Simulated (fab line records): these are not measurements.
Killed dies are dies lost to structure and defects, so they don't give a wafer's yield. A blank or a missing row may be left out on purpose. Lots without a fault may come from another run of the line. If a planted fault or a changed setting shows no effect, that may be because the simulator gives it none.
A lot that was struck, set against a sound lot | flow n5 finfet | 39 out of 1938 route steps
Sound: these wafers, L251.2, L251.4. Struck: wafers L255.3, L255.5. (L255.4 of the same lot was not struck and is left out.) The cause comes at the end.
Per side, at each step with rows, come the tool, then ch with its chambers, and then its first start. Under that, the readings that differ: sound wafers | struck wafers | difference of the means | sigmas: that difference in standard deviations of wafers without a fault.
alike: readings whose means differ by less than 2 such deviations, and words and numbers that are the same on both sides. not compared: withheld readings, readings that some wafer has no value for, bounds like >300 that may hide the same value, and numbers for which the record gives no deviation and whose values overlap.
A row with sigmas, a row that says differs or no value, or rows on one side alone: a step with any of these is where the two part. When numbers do not overlap yet have no deviation, they are printed without sigmas and do not part them. A reading that every wafer of one side lacks parts them only if that side has two wafers or more.

first, 9 steps without rows for these wafers: N5_MOL_CONTACT_COAG_CVD_140 (deposits W, target thk 66.5 nm, time 215 s); N5_MOL_CONTACT_COAG_PRECLEAN_127 (cleans in DIW, time 57.5 s); N5_MOL_CONTACT_COAG_SRD_128 (dry time 32 s); N5_MOL_CONTACT_COAG_CMP_52 (polishes, stops on SiO2, t overpolish 1.5 s, target thk 66.5 nm); N5_MOL_CONTACT_COAG_ANNEAL_112 (time 1800 s); N5_BEOL_M0_SAQP_PECVD_00 (deposits SiCN from 3MS/NH3, target thk 8 nm, time 14 s); N5_BEOL_M0_SAQP_ILD_DEP_01 (deposits SiOC from DEMS/O2, target thk 45.419 nm, time 8.7 s); N5_BEOL_M0_SAQP_HM_DEP_02 (deposits TiN, target thk 12 nm); N5_BEOL_M0_SAQP_PECVD_03 (deposits SiCN from 3MS/NH3, target thk 12 nm, time 21.1 s).
N5_BEOL_M0_SAQP_PECVD_96: deposits a-Si from SiH4/He, target thk 45 nm, time 45.2 s.
  sound on pecvd-01 ch 0,1, day 9 00:19; struck on pecvd-01 ch 0,1, day 10 00:38
  reading                                         | sound     | struck    | difference | sigmas
  run length s (s)                                | 80.9 80.8 | 57.3 58.1 | -23.1      | -45
  model.a-Si_of_BEOL_M0_SAQP_PECVD_96.thk nm (nm) | 45 45     | 21.6 22.6 | -22.9      |
  alike: heater power w, showerhead plenum p Torr, throttle valve pct
then, 25 steps without rows for these wafers: N5_BEOL_M0_SAQP_PECVD_97 (deposits SiNx from SiH4/NH3/N2, target thk 23 nm, time 19.9 s); N5_BEOL_M0_SAQP_PECVD_04 (deposits a-Si from SiH4/He, target thk 60 nm, time 60.2 s); N5_BEOL_M0_SAQP_HM_DEP_111 (deposits SiO2 from SiH4/N2O, target thk 12 nm, time 7.2 s); N5_BEOL_M0_SAQP_COAT_81 (time 60 s, resist thk 100 nm); N5_BEOL_M0_SAQP_COAT_82 (time 60 s, resist thk 30 nm); N5_BEOL_M0_SAQP_COAT_08 (resist thk 90 nm); N5_BEOL_M0_SAQP_EBR_10; N5_BEOL_M0_SAQP_SOFTBAKE_09 (time 60 s); N5_BEOL_M0_SAQP_EXPOSE_11 (exposes mask M0 CORE, target cd 42 nm); N5_BEOL_M0_SAQP_PEB_12 (peb time 60 s); N5_BEOL_M0_SAQP_DEVELOP_13 (develop time 30 s); N5_BEOL_M0_SAQP_DESCUM_19 (chemistry O2, time 7.9 s); N5_BEOL_M0_SAQP_ETCH_83 (etches SiARC in CF4, target depth 39 nm, time 65 s); N5_BEOL_M0_SAQP_ETCH_84 (etches SOC in N2/H2, target depth 100 nm, overetch 20 nm, time 150 s); N5_BEOL_M0_SAQP_STRIP_80 (strips in N2/H2); N5_BEOL_M0_SAQP_HM_OPEN_112 (chemistry CHF3/O2, target SiO2, stops on a-Si, target depth 12 nm, time 13.5 s); N5_BEOL_M0_SAQP_STRIP_113 (strips in CHF3/O2); N5_BEOL_M0_SAQP_MANDREL_ETCH_20 (etches a-Si in HBr/Cl2, stops on SiNx, target depth 60 nm, bt time 10 s, time 30 s); N5_BEOL_M0_SAQP_STRIP_86 (strips in N2/H2); N5_BEOL_M0_SAQP_STRIP_115 (strips in post etch residue remover, time 60 s); N5_BEOL_M0_SAQP_SRD_93 (time 30 s); N5_BEOL_M0_SAQP_RECESS_114 (chemistry HF/NH3, target SiO2, target depth 14.4 nm, afs cycles 3, sublimation time 60 s); N5_BEOL_M0_SAQP_SPACER1_ALD_98 (deposits SiO2, target thk 12.8 nm, pulse time 1 s, purge time 2 s); N5_BEOL_M0_SAQP_SPACER1_ETCHBACK_99 (etches SiO2 in CHF3/O2, target depth 15.4 nm, time 7.7 s); N5_BEOL_M0_SAQP_MANDREL1_REMOVE_100 (chemistry HBr/Cl2/O2, target a-Si, stops on SiNx, bt time 10 s).
N5_BEOL_M0_SAQP_MANDREL_ETCH_103: etches a-Si in HBr/Cl2, stops on SiCN, target depth 45 nm, bt time 10 s, time 27 s.
  sound on rie si-02 ch 1,3, day 9 04:13; struck on rie si-06 ch 0,2, day 10 03:37
  reading                  | sound       | struck      | difference | sigmas
  oes product au (a.u.)    | 0.689 0.672 | 0.458 0.500 | -0.202     | -13
  throttle valve pct (%)   | 34.9 35.3   | 35.8 36.5   | +1.1       | +3
  model.etch.depth nm (nm) | 45.06 44.94 | 21.63 22.61 | -22.88     |
  alike: drypump motor current A, he backside leak sccm
  not compared: rf hours counter h
N5_BEOL_M0_SAQP_SPACER2_ETCHBACK_27: etches SiO2 in CHF3/O2, target depth 22.5 nm, time 11.25 s.
  sound on rie diel-06 ch 1,2, day 9 05:38; struck on rie diel-01 ch 3, day 10 05:05
  reading                                         | sound     | struck    | difference | sigmas
  showerhead plenum p Torr (Torr)                 | 2.48 2.43 | 2.34 2.34 | -0.12      | -2
  model.a-Si_of_BEOL_M0_SAQP_PECVD_96.thk nm (nm) | 42.8 42.6 | 19.4 20.4 | -22.8      |
  alike: drypump motor current A, oes product au, rf vpp V, throttle valve pct
  not compared: rf hours counter h
-- record jumps: 2 days separate the struck wafers' starts on either side; left off in module BEOL_M0_SAQP, taken up again in module BEOL_M4, whose first shown step is the route's number 1111 --
N5_BEOL_M4_RC_MEAS_101:
  sound on prober-01 ch 0, day 11 03:04; struck on prober-02 ch 0, day 12 06:10
  alike: DIBL_N, DIBL_P, IOFF_N, IOFF_P, ION_N, ION_P, SS_N, SS_P, VT_N, VT_P
N5_PASSIVATION_PROBE_49:
  rows exist in the record for the sound wafers here (prober-02, day 15 12:56), none for the struck ones

== WHERE THEY PART ==
At N5_BEOL_M0_SAQP_PECVD_96 first; at N5_PASSIVATION_PROBE_49 last (within this record only).

WHY: the cause the simulator had injected
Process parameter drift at N5_BEOL_M0_SAQP_PECVD_96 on pecvd-01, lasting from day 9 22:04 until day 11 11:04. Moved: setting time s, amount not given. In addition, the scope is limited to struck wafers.
